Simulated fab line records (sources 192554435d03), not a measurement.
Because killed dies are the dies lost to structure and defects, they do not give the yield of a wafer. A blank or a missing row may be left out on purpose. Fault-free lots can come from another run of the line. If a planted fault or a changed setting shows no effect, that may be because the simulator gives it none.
A struck lot beside a sound one :: flow n5 finfet :: 14 steps out of a route of 1938
Sound: wafers L945.1, L945.2. Wafers L962.1, L962.2, L962.5 were the ones struck. The cause comes at the end.
Per side, at each step with rows, come the tool, then ch with its chambers, and then its first start. Under that, the readings that differ: sound wafers :: struck wafers :: difference of the means :: sigmas: that difference in standard deviations of wafers without a fault.
alike: readings whose means differ by less than 2 such deviations, and words and numbers that are the same on both sides. not compared: withheld readings, readings that some wafer has no value for, bounds like >300 that may hide the same value, and numbers for which the record gives no deviation and whose values overlap.
A row with sigmas, a row that says differs or no value, or rows on one side alone: a step with any of these is where the two part. When numbers do not overlap yet have no deviation, they are printed without sigmas and do not part them. A reading that every wafer of one side lacks parts them only if that side has two wafers or more.

first, 1 step without rows for these wafers: N5_DUMMY_GATE_UV_OZONE_45 (time 120 s).
N5_DUMMY_GATE_INSPECT_27: inspects for defects (brightfield).
  sound on defect inspect-02, day 3 17:20; struck on defect inspect-02, day 8 00:25
  alike: raw defect count
N5_SPACER0_ALD_07: deposits SiNx, target thk 2 nm.
  sound on ald sin-04 ch 0,1, day 3 18:38; struck on ald sin-02 ch 0,1, day 8 01:08
  alike: heater power w
N5_SPACER0_ALD_00: deposits SiOCN, target thk 3.5 nm, pulse time 3 s, purge time 2 s.
  sound on ald sin-04 ch 0,1, day 3 18:47; struck on ald sin-02 ch 0,1, day 8 01:17
  alike: heater power w, precursor pulse height rel
N5_SPACER0_ALD_08: deposits SiNx, target thk 2 nm.
  sound on ald sin-04 ch 0,1, day 3 19:02; struck on ald sin-02 ch 0,1, day 8 01:32
  alike: heater power w
N5_SPACER0_INSPECT_04: inspects for defects (darkfield).
  sound on defect inspect-01, day 3 19:12; struck on defect inspect-02, day 8 01:42
  alike: raw defect count
then, 6 steps without rows for these wafers: N5_SD_EPI_N_COAT_32 (time 60 s, resist thk 350 nm); N5_SD_EPI_N_COAT_33 (time 60 s, resist thk 35 nm); N5_SD_EPI_N_COAT_03 (resist thk 150 nm); N5_SD_EPI_N_EBR_05; N5_SD_EPI_N_SOFTBAKE_04 (time 60 s); N5_SD_EPI_N_EXPOSE_06 (exposes mask SD N BLK, target cd 120 nm).
N5_SD_EPI_N_PEB_07: peb time 60 s.
  struck on litho track-05, day 8 01:55; sound on litho track-05 ch 0, day 3 19:32
  no value came back on the struck wafers for chill plate temp C (C), exhaust pa (Pa); on the sound wafers chill plate temp C (C) reads 22.77 22.92
then, 1 step without rows for these wafers: N5_SD_EPI_N_DEVELOP_08 (develop time 30 s).

== WHERE THEY PART ==
N5_SD_EPI_N_PEB_07 only, going by this record.

WHY: what the simulator had put in
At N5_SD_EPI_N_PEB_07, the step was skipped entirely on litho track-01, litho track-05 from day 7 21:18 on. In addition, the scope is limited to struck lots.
